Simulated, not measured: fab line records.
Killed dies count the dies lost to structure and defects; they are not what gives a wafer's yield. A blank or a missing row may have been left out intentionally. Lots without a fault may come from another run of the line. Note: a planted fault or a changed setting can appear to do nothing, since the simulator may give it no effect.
Chamber matching ; flow n5 finfet ; 4 sister chambers for N5_FIN_CUT_ETCH_20 on rie diel-05
The step etches SiARC in CF4, target depth 26 nm, time 43.3 s. 16 wafers are shown with their chamber, then 8 later ones without.

WAFERS, EACH WITH ITS CHAMBER
wafer;chamber;showerhead plenum p Torr (Torr);drypump motor current A (A);throttle valve pct (%)
L075.1;1;2.22;5.5;15.74
L075.2;3;2.06;5.7;15.46
L075.3;0;2.07;5.0;15.68
L075.4;2;2.26;6.2;15.48
L075.5;2;2.26;6.2;15.47
L075.6;3;2.06;5.7;15.45
L076.2;0;2.07;5.0;15.69
L076.4;0;2.07;5.0;15.70
L076.6;2;2.26;6.1;15.47
L077.2;2;2.26;6.1;15.50
L077.3;1;2.22;5.6;15.76
L077.5;1;2.22;5.6;15.75
L082.3;3;2.05;5.7;15.47
L082.4;2;2.26;6.1;15.49
L082.6;0;2.06;5.0;15.71
L092.1;2;2.26;6.1;15.51

SIGNATURES (means of the wafers above)
reading;chamber 0;chamber 1;chamber 2;chamber 3;scatter within a chamber
showerhead plenum p Torr;2.0675;2.2200;2.2600;2.0567;0.00344
drypump motor current A;5.000;5.567;6.133;5.700;0.0408
throttle valve pct;15.6950;15.7500;15.4867;15.4600;0.0136
Rule: distance of a wafer from a chamber = root of the sum over the readings of ((wafer's reading minus chamber's mean) / reading's scatter) squared. If the next closest chamber is less than 2 further off than the closest, the wafer can't be placed; otherwise it belongs to the closest. How the scatter is found: for the shown wafers, subtract from each reading the mean of its chamber, square and add these, divide the total by (wafers less chambers), then take the root.

WAFERS WITHOUT THEIR CHAMBER
wafer;showerhead plenum p Torr (Torr);drypump motor current A (A);throttle valve pct (%)
L092.2;2.05;5.7;15.49
L092.3;2.22;5.5;15.79
L092.4;2.06;5.0;15.71
L092.5;2.22;5.6;15.78
L092.6;2.06;5.0;15.70
L095.1;2.06;5.0;15.73
L095.2;2.22;5.6;15.78
L095.6;2.22;5.6;15.80

WHICH CHAMBER EACH ONE RAN IN
wafer;from the rows above;in truth
L092.2;3;3
L092.3;1;1
L092.4;0;0
L092.5;1;1
L092.6;0;0
L095.1;0;0
L095.2;1;1
L095.6;1;1
8 of 8 placed correctly. Not placeable from these rows: 0. Wrongly placed: 0.
